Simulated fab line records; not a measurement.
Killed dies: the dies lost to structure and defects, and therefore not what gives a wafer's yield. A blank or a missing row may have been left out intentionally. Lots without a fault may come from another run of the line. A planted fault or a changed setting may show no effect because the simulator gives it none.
Which tool is to blame? || flow nandHarc || 33 wafers from 11 lots sampled at 5 of the route's 1302 steps

## WHAT THE GAUGES READ, wafer by wafer
NHARC_END_SORT_01.
{"lot": "L923", "measured": "day 29 13:03", "on": "prober-01", "killedAtArray": "14 18 20", "killedAtOther": "1 0 1", "killedAtPeriphery": "4 4 0", "killedDies": "19 22 21", "killedOpen": "4 2 3", "killedShort": "0 1 0"}
{"lot": "L922", "measured": "day 29 13:04", "on": "prober-02", "killedAtArray": "52 70 48", "killedAtOther": "0 0 0", "killedAtPeriphery": "5 8 5", "killedDies": "57 78 53", "killedOpen": "2 5 2", "killedShort": "4 4 2"}
{"lot": "L933", "measured": "day 33 05:50", "on": "prober-02", "killedAtArray": "71 68 77", "killedAtOther": "0 0 0", "killedAtPeriphery": "1 4 2", "killedDies": "72 72 79", "killedOpen": "0 5 6", "killedShort": "2 1 3"}

## EACH LOT AND THE TOOL THAT RAN IT (in order: tool; ch and the chambers of the sampled wafers; start)
{"lot": "L912", "NHARC_A_STAIRCASE_TRIM_26": "rieDiel-12 ch 0,3, day 15 13:17 or earlier", "NHARC_A_STAIRCASE_ETCH_192": "rieDiel-04 ch 1,2, day 15 13:17", "NHARC_A_STAIRCASE_ETCH_199": "rieDiel-12 ch 0,1, no start", "NHARC_A_STAIRCASE_TRIM_200": "rieDiel-12 ch 0,2,3, no start"}
{"lot": "L916", "NHARC_A_STAIRCASE_TRIM_26": "rieDiel-01 ch 2,3, day 17 18:55 or earlier", "NHARC_A_STAIRCASE_ETCH_192": "rieDiel-01 ch 1,2,3, day 17 18:55", "NHARC_A_STAIRCASE_ETCH_199": "rieDiel-01 ch 0,1,3, no start", "NHARC_A_STAIRCASE_TRIM_200": "rieDiel-01 ch 0,1,2, no start"}
{"lot": "L923", "NHARC_A_STAIRCASE_TRIM_26": "rieDiel-12 ch 1,2,3, day 20 13:35 or earlier", "NHARC_A_STAIRCASE_ETCH_192": "rieDiel-04 ch 0,2,3, day 20 13:35", "NHARC_A_STAIRCASE_ETCH_199": "rieDiel-12 ch 1,2, day 29 13:03 or earlier", "NHARC_A_STAIRCASE_TRIM_200": "rieDiel-12 ch 0,1, day 29 13:03 or earlier"}
{"lot": "L922", "NHARC_A_STAIRCASE_TRIM_26": "rieDiel-01 ch 0,2,3, day 20 13:45 or earlier", "NHARC_A_STAIRCASE_ETCH_192": "rieDiel-12 ch 1,2,3, day 20 13:45", "NHARC_A_STAIRCASE_ETCH_199": "rieDiel-04 ch 2, day 29 13:04 or earlier", "NHARC_A_STAIRCASE_TRIM_200": "rieDiel-04 ch 0,2, day 29 13:04 or earlier"}
{"lot": "L925", "NHARC_A_STAIRCASE_TRIM_26": "rieDiel-12 ch 1,2,3, day 21 07:36 or earlier", "NHARC_A_STAIRCASE_ETCH_192": "rieDiel-04 ch 2,3, day 21 07:36", "NHARC_A_STAIRCASE_ETCH_199": "rieDiel-01 ch 0,1, no start", "NHARC_A_STAIRCASE_TRIM_200": "rieDiel-01 ch 0,2,3, no start"}
{"lot": "L927", "NHARC_A_STAIRCASE_TRIM_26": "rieDiel-12 ch 0,1,2, day 22 10:23 or earlier", "NHARC_A_STAIRCASE_ETCH_192": "rieDiel-12 ch 0,2,3, day 22 10:23", "NHARC_A_STAIRCASE_ETCH_199": "rieDiel-12 ch 0,1,2, no start", "NHARC_A_STAIRCASE_TRIM_200": "rieDiel-12 ch 1,2,3, no start"}
{"lot": "L929", "NHARC_A_STAIRCASE_TRIM_26": "rieDiel-12 ch 1,2,3, day 23 00:44 or earlier", "NHARC_A_STAIRCASE_ETCH_192": "rieDiel-01 ch 0,1,3, day 23 00:44", "NHARC_A_STAIRCASE_ETCH_199": "rieDiel-01 ch 2,3, no start", "NHARC_A_STAIRCASE_TRIM_200": "rieDiel-01 ch 0,1,2, no start"}
{"lot": "L931", "NHARC_A_STAIRCASE_TRIM_26": "rieDiel-04 ch 1,2,3, day 23 08:24 or earlier", "NHARC_A_STAIRCASE_ETCH_192": "rieDiel-01 ch 1,2,3, day 23 08:24", "NHARC_A_STAIRCASE_ETCH_199": "rieDiel-01 ch 0,1, no start", "NHARC_A_STAIRCASE_TRIM_200": "rieDiel-01 ch 2,3, no start"}
{"lot": "L933", "NHARC_A_STAIRCASE_TRIM_26": "rieDiel-01 ch 0,1, day 24 23:35 or earlier", "NHARC_A_STAIRCASE_ETCH_192": "rieDiel-01 ch 0,1, day 24 23:35", "NHARC_A_STAIRCASE_ETCH_199": "rieDiel-12 ch 0,1,2, day 33 05:50 or earlier", "NHARC_A_STAIRCASE_TRIM_200": "rieDiel-12 ch 0,2, day 33 05:50 or earlier"}
{"lot": "L932", "NHARC_A_STAIRCASE_TRIM_26": "rieDiel-12 ch 0,2,3, day 24 23:44 or earlier", "NHARC_A_STAIRCASE_ETCH_192": "rieDiel-04 ch 0,2, day 24 23:44", "NHARC_A_STAIRCASE_ETCH_199": "rieDiel-04 ch 1,3, no start", "NHARC_A_STAIRCASE_TRIM_200": "rieDiel-04 ch 0,3, no start"}
{"lot": "L934", "NHARC_A_STAIRCASE_TRIM_26": "rieDiel-01 ch 2,3, day 25 08:55 or earlier", "NHARC_A_STAIRCASE_ETCH_192": "rieDiel-12 ch 1,2,3, day 25 08:55", "NHARC_A_STAIRCASE_ETCH_199": "rieDiel-12 ch 1,2, no start", "NHARC_A_STAIRCASE_TRIM_200": "rieDiel-12 ch 0,1,3, no start"}
- NHARC_A_STAIRCASE_TRIM_26: chemistry O2, time 211.2 s.
- NHARC_A_STAIRCASE_ETCH_192: etches the open film in C4F8/O2, target depth 100 nm, time 40.5 s.
- NHARC_A_STAIRCASE_ETCH_199: etches the open film in C4F8/O2, target depth 100 nm, time 40.5 s.
- NHARC_A_STAIRCASE_TRIM_200: chemistry O2, time 211.2 s.

## WHAT THE TOOLS THEMSELVES READ (means of the sampled wafers that have a number; where no wafer has one, the mark that the record gives instead)
NHARC_A_STAIRCASE_TRIM_26.
{"lot": "L912", "tool": "rieDiel-12", "chamberPressureMTorr (mTorr)": 60.04, "drypumpMotorCurrentA (A)": 5.9, "oesProductAu (a.u.)": 1.000, "rfVppV (V)": 58.7, "showerheadPlenumPTorr (Torr)": 3.67, "throttleValvePct (%)": 17.028}
{"lot": "L916", "tool": "rieDiel-01", "chamberPressureMTorr (mTorr)": 60.00, "drypumpMotorCurrentA (A)": 5.8, "oesProductAu (a.u.)": 1.005, "rfVppV (V)": 58.1, "showerheadPlenumPTorr (Torr)": 3.41, "throttleValvePct (%)": 17.039}
{"lot": "L923", "tool": "rieDiel-12", "chamberPressureMTorr (mTorr)": 60.01, "drypumpMotorCurrentA (A)": 5.6, "oesProductAu (a.u.)": 0.993, "rfVppV (V)": 58.2, "showerheadPlenumPTorr (Torr)": 3.58, "throttleValvePct (%)": 17.040}
{"lot": "L922", "tool": "rieDiel-01", "chamberPressureMTorr (mTorr)": 59.99, "drypumpMotorCurrentA (A)": 5.8, "oesProductAu (a.u.)": 1.006, "rfVppV (V)": 57.2, "showerheadPlenumPTorr (Torr)": 3.47, "throttleValvePct (%)": 17.043}
{"lot": "L925", "tool": "rieDiel-12", "chamberPressureMTorr (mTorr)": 59.98, "drypumpMotorCurrentA (A)": 5.6, "oesProductAu (a.u.)": 0.994, "rfVppV (V)": 58.1, "showerheadPlenumPTorr (Torr)": 3.58, "throttleValvePct (%)": 17.036}
{"lot": "L927", "tool": "rieDiel-12", "chamberPressureMTorr (mTorr)": 60.03, "drypumpMotorCurrentA (A)": 5.8, "oesProductAu (a.u.)": 0.998, "rfVppV (V)": 57.6, "showerheadPlenumPTorr (Torr)": 3.64, "throttleValvePct (%)": 17.030}
{"lot": "L929", "tool": "rieDiel-12", "chamberPressureMTorr (mTorr)": 60.04, "drypumpMotorCurrentA (A)": 5.6, "oesProductAu (a.u.)": 0.994, "rfVppV (V)": 58.4, "showerheadPlenumPTorr (Torr)": 3.57, "throttleValvePct (%)": 17.032}
{"lot": "L931", "tool": "rieDiel-04", "chamberPressureMTorr (mTorr)": 60.02, "drypumpMotorCurrentA (A)": 5.4, "oesProductAu (a.u.)": 1.009, "rfVppV (V)": 57.4, "showerheadPlenumPTorr (Torr)": 3.50, "throttleValvePct (%)": 17.031}
{"lot": "L933", "tool": "rieDiel-01", "chamberPressureMTorr (mTorr)": 60.01, "drypumpMotorCurrentA (A)": 5.7, "oesProductAu (a.u.)": 1.003, "rfVppV (V)": 57.9, "showerheadPlenumPTorr (Torr)": 3.57, "throttleValvePct (%)": 17.031}
{"lot": "L932", "tool": "rieDiel-12", "chamberPressureMTorr (mTorr)": 59.99, "drypumpMotorCurrentA (A)": 5.8, "oesProductAu (a.u.)": 1.005, "rfVppV (V)": 57.7, "showerheadPlenumPTorr (Torr)": 3.59, "throttleValvePct (%)": 17.038}
{"lot": "L934", "tool": "rieDiel-01", "chamberPressureMTorr (mTorr)": 59.99, "drypumpMotorCurrentA (A)": 5.9, "oesProductAu (a.u.)": 0.988, "rfVppV (V)": 58.3, "showerheadPlenumPTorr (Torr)": 3.42, "throttleValvePct (%)": 17.042}

NHARC_A_STAIRCASE_ETCH_192.
{"lot": "L912", "tool": "rieDiel-04", "chamberPressureMTorr (mTorr)": 24.991, "oesProductAu (a.u.)": 0.936, "rfFwdPowerW (W)": 587.8, "rfVppV (V)": 898}
{"lot": "L916", "tool": "rieDiel-01", "chamberPressureMTorr (mTorr)": 24.999, "oesProductAu (a.u.)": 0.963, "rfFwdPowerW (W)": 591.7, "rfVppV (V)": 895}
{"lot": "L923", "tool": "rieDiel-04", "chamberPressureMTorr (mTorr)": 24.992, "oesProductAu (a.u.)": 0.851, "rfFwdPowerW (W)": 495.5, "rfVppV (V)": 899}
{"lot": "L922", "tool": "rieDiel-12", "chamberPressureMTorr (mTorr)": 25.026, "oesProductAu (a.u.)": 0.941, "rfFwdPowerW (W)": 592.4, "rfVppV (V)": 898}
{"lot": "L925", "tool": "rieDiel-04", "chamberPressureMTorr (mTorr)": 24.995, "oesProductAu (a.u.)": 0.853, "rfFwdPowerW (W)": 492.5, "rfVppV (V)": 899}
{"lot": "L927", "tool": "rieDiel-12", "chamberPressureMTorr (mTorr)": 24.989, "oesProductAu (a.u.)": 0.939, "rfFwdPowerW (W)": 592.5, "rfVppV (V)": 898}
{"lot": "L929", "tool": "rieDiel-01", "chamberPressureMTorr (mTorr)": 25.018, "oesProductAu (a.u.)": 0.946, "rfFwdPowerW (W)": 589.1, "rfVppV (V)": 895}
{"lot": "L931", "tool": "rieDiel-01", "chamberPressureMTorr (mTorr)": 25.010, "oesProductAu (a.u.)": 0.960, "rfFwdPowerW (W)": 589.9, "rfVppV (V)": 894}
{"lot": "L933", "tool": "rieDiel-01", "chamberPressureMTorr (mTorr)": 25.011, "oesProductAu (a.u.)": 0.947, "rfFwdPowerW (W)": 588.3, "rfVppV (V)": 898}
{"lot": "L932", "tool": "rieDiel-04", "chamberPressureMTorr (mTorr)": 25.006, "oesProductAu (a.u.)": 0.942, "rfFwdPowerW (W)": 590.3, "rfVppV (V)": 903}
{"lot": "L934", "tool": "rieDiel-12", "chamberPressureMTorr (mTorr)": 25.006, "oesProductAu (a.u.)": 0.933, "rfFwdPowerW (W)": 592.3, "rfVppV (V)": 897}

NHARC_A_STAIRCASE_ETCH_199.
{"lot": "L912", "tool": "rieDiel-12", "chamberPressureMTorr (mTorr)": 25.016, "oesProductAu (a.u.)": 0.964, "rfFwdPowerW (W)": 594.3, "rfVppV (V)": 905}
{"lot": "L916", "tool": "rieDiel-01", "chamberPressureMTorr (mTorr)": 25.025, "oesProductAu (a.u.)": 0.957, "rfFwdPowerW (W)": 591.9, "rfVppV (V)": 897}
{"lot": "L923", "tool": "rieDiel-12", "chamberPressureMTorr (mTorr)": 24.993, "oesProductAu (a.u.)": 0.946, "rfFwdPowerW (W)": 592.3, "rfVppV (V)": 900}
{"lot": "L922", "tool": "rieDiel-04", "chamberPressureMTorr (mTorr)": 25.024, "oesProductAu (a.u.)": 0.938, "rfFwdPowerW (W)": 588.7, "rfVppV (V)": 904}
{"lot": "L925", "tool": "rieDiel-01", "chamberPressureMTorr (mTorr)": 25.005, "oesProductAu (a.u.)": 0.949, "rfFwdPowerW (W)": 589.7, "rfVppV (V)": 898}
{"lot": "L927", "tool": "rieDiel-12", "chamberPressureMTorr (mTorr)": 24.996, "oesProductAu (a.u.)": 0.937, "rfFwdPowerW (W)": 592.0, "rfVppV (V)": 901}
{"lot": "L929", "tool": "rieDiel-01", "chamberPressureMTorr (mTorr)": 24.983, "oesProductAu (a.u.)": 0.947, "rfFwdPowerW (W)": 590.6, "rfVppV (V)": 893}
{"lot": "L931", "tool": "rieDiel-01", "chamberPressureMTorr (mTorr)": 24.994, "oesProductAu (a.u.)": 0.965, "rfFwdPowerW (W)": 589.1, "rfVppV (V)": 899}
{"lot": "L933", "tool": "rieDiel-12", "chamberPressureMTorr (mTorr)": 24.980, "oesProductAu (a.u.)": 0.954, "rfFwdPowerW (W)": 591.2, "rfVppV (V)": 900}
{"lot": "L932", "tool": "rieDiel-04", "chamberPressureMTorr (mTorr)": 25.002, "oesProductAu (a.u.)": 0.948, "rfFwdPowerW (W)": 588.8, "rfVppV (V)": 898}
{"lot": "L934", "tool": "rieDiel-12", "chamberPressureMTorr (mTorr)": 25.018, "oesProductAu (a.u.)": 0.933, "rfFwdPowerW (W)": 593.7, "rfVppV (V)": 899}

NHARC_A_STAIRCASE_TRIM_200.
{"lot": "L912", "tool": "rieDiel-12", "chamberPressureMTorr (mTorr)": 60.02, "drypumpMotorCurrentA (A)": 5.8, "oesProductAu (a.u.)": 1.005, "rfVppV (V)": 58.1, "showerheadPlenumPTorr (Torr)": 3.63, "throttleValvePct (%)": 17.043}
{"lot": "L916", "tool": "rieDiel-01", "chamberPressureMTorr (mTorr)": 59.99, "drypumpMotorCurrentA (A)": 5.7, "oesProductAu (a.u.)": 1.007, "rfVppV (V)": 58.2, "showerheadPlenumPTorr (Torr)": 3.58, "throttleValvePct (%)": 17.030}
{"lot": "L923", "tool": "rieDiel-12", "chamberPressureMTorr (mTorr)": 60.02, "drypumpMotorCurrentA (A)": 6.1, "oesProductAu (a.u.)": 1.009, "rfVppV (V)": 58.6, "showerheadPlenumPTorr (Torr)": 3.76, "throttleValvePct (%)": 17.027}
{"lot": "L922", "tool": "rieDiel-04", "chamberPressureMTorr (mTorr)": 59.99, "drypumpMotorCurrentA (A)": 6.1, "oesProductAu (a.u.)": 1.007, "rfVppV (V)": 58.4, "showerheadPlenumPTorr (Torr)": 3.78, "throttleValvePct (%)": 17.030}
{"lot": "L925", "tool": "rieDiel-01", "chamberPressureMTorr (mTorr)": 60.02, "drypumpMotorCurrentA (A)": 5.8, "oesProductAu (a.u.)": 0.992, "rfVppV (V)": 57.6, "showerheadPlenumPTorr (Torr)": 3.46, "throttleValvePct (%)": 17.047}
{"lot": "L927", "tool": "rieDiel-12", "chamberPressureMTorr (mTorr)": 60.01, "drypumpMotorCurrentA (A)": 5.6, "oesProductAu (a.u.)": 0.994, "rfVppV (V)": 57.8, "showerheadPlenumPTorr (Torr)": 3.58, "throttleValvePct (%)": 17.030}
{"lot": "L929", "tool": "rieDiel-01", "chamberPressureMTorr (mTorr)": 60.00, "drypumpMotorCurrentA (A)": 5.7, "oesProductAu (a.u.)": 1.011, "rfVppV (V)": 58.1, "showerheadPlenumPTorr (Torr)": 3.56, "throttleValvePct (%)": 17.034}
{"lot": "L931", "tool": "rieDiel-01", "chamberPressureMTorr (mTorr)": 60.02, "drypumpMotorCurrentA (A)": 5.9, "oesProductAu (a.u.)": 0.996, "rfVppV (V)": 57.1, "showerheadPlenumPTorr (Torr)": 3.42, "throttleValvePct (%)": 17.035}
{"lot": "L933", "tool": "rieDiel-12", "chamberPressureMTorr (mTorr)": 60.04, "drypumpMotorCurrentA (A)": 6.0, "oesProductAu (a.u.)": 1.001, "rfVppV (V)": 58.4, "showerheadPlenumPTorr (Torr)": 3.65, "throttleValvePct (%)": 17.031}
{"lot": "L932", "tool": "rieDiel-04", "chamberPressureMTorr (mTorr)": 60.01, "drypumpMotorCurrentA (A)": 5.9, "oesProductAu (a.u.)": 1.006, "rfVppV (V)": 58.2, "showerheadPlenumPTorr (Torr)": 3.79, "throttleValvePct (%)": 17.038}
{"lot": "L934", "tool": "rieDiel-12", "chamberPressureMTorr (mTorr)": 60.01, "drypumpMotorCurrentA (A)": 5.9, "oesProductAu (a.u.)": 1.006, "rfVppV (V)": 57.5, "showerheadPlenumPTorr (Torr)": 3.67, "throttleValvePct (%)": 17.037}

## THE ANSWER, worked out from the rows above alone
Rule: the usual values come from the lots themselves. The widest of any qualifying gaps counts: lots, ordered by their means at a reading, are off when they make up no more than a third of the lots, leave a main group of 4 or more, and stand apart from it by 3 or more times the standard deviation of that group's means. The tables above print the reading to a certain number of digits; a main group whose means all agree to those digits is not used. Also off: a lot with no number at a reading for which 4 or more lots have one. The other lots that the step has rows for count as sound. After the gauges, taken in route order, come the tools' own readings; for these a lot's mean is taken, as printed above. The first step at which some lot is off is used, and at that step the reading that is off furthest; a lot without a number counts as furthest.
Off, at NHARC_A_STAIRCASE_ETCH_192 on rfFwdPowerW: L923, L925. The main group: mean 590.5 W, standard deviation 1.7.
If a tool, at that step or one of the process steps before it, ran each lot that is off and ran no sound lot following the first of them, it fits. Because NHARC_A_STAIRCASE_TRIM_26 lacks a start for some lots, the hours and order of its lots are taken from NHARC_A_STAIRCASE_ETCH_192. Not one of the candidates tried fits.

## WHAT THE SIMULATOR PUT IN
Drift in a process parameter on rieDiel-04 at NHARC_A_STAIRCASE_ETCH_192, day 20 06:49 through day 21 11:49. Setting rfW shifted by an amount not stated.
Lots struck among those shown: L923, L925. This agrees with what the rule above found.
